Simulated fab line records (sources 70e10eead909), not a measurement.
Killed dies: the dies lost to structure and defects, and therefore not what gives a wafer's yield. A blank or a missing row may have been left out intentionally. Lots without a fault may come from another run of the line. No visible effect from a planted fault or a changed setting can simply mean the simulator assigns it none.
The tool behind it: which one? -- flow nand-harc -- 24 lots, 72 wafers sampled, at 1 step of a route of 1159

## WHAT EACH GAUGE READ, for each wafer
NHARC_A_CONTACT_INSPECT_44.
lot,measured,on,raw-defect-count
L077,day 16 08:26,defect-inspect-01,34 27 31
L075,day 16 09:31,defect-inspect-02,23 39 26
L074,day 16 13:33,defect-inspect-01,8 9 11
L079,day 16 15:38,defect-inspect-02,8 12 11
L078,day 17 01:08,defect-inspect-01,19 23 17
L076,day 17 01:40,defect-inspect-01,15 28 20
L080,day 17 23:28,defect-inspect-02,30 37 47
L084,day 18 12:10,defect-inspect-01,11 16 13
L082,day 18 16:13,defect-inspect-01,11 9 13
L081,day 18 21:30,defect-inspect-01,44 31 47
L083,day 18 23:22,defect-inspect-02,49 54 45
L089,day 19 10:48,defect-inspect-02,40 44 31
L086,day 19 11:26,defect-inspect-01,18 15 9
L087,day 19 16:02,defect-inspect-01,14 12 8
L085,day 19 16:46,defect-inspect-01,34 25 35
L088,day 19 21:23,defect-inspect-02,41 25 23
L090,day 20 04:01,defect-inspect-02,10 7 5
L091,day 20 04:43,defect-inspect-02,19 12 17
L092,day 21 07:49,defect-inspect-02,28 29 31
L094,day 21 10:13,defect-inspect-02,39 40 35
L093,day 21 14:35,defect-inspect-02,37 40 38
L096,day 21 23:00,defect-inspect-01,40 28 40
L095,day 21 23:48,defect-inspect-02,37 45 44
L097,day 22 18:02,defect-inspect-01,38 26 28

## WHICH TOOL RAN EACH LOT (tool, then ch and the chambers of the sampled wafers, then the start)
Record: no process step prior to these readings.

## AS READ BY THE TOOLS THEMSELVES (means over the sampled wafers that have a number; for cases with no such wafer, the mark the record gives instead)
The record holds no such reading with a usual standard deviation.

## THE ANSWER, worked out from the rows above alone
Rule: what is usual is taken from the lots themselves. The widest of any qualifying gaps counts: lots, ordered by their means at a reading, are off when they make up no more than a third of the lots, leave a main group of 4 or more, and stand apart from it by 3 or more times the standard deviation of that group's means. If all means in a main group match to the digits the tables above print for the reading, that group is not used. Also off: a lot with no number at a reading for which 4 or more lots have one. Any other lot the step has rows for is counted as sound. After the gauges, taken in route order, come the tools' own readings; for these a lot's mean is taken, as printed above. At the first step where some lot is off, the reading lying furthest off is the one used; lots without a number count as furthest.
None of the lots is off at any reading shown; this tells nothing.

## WHAT HAD BEEN PUT IN BY THE SIMULATOR
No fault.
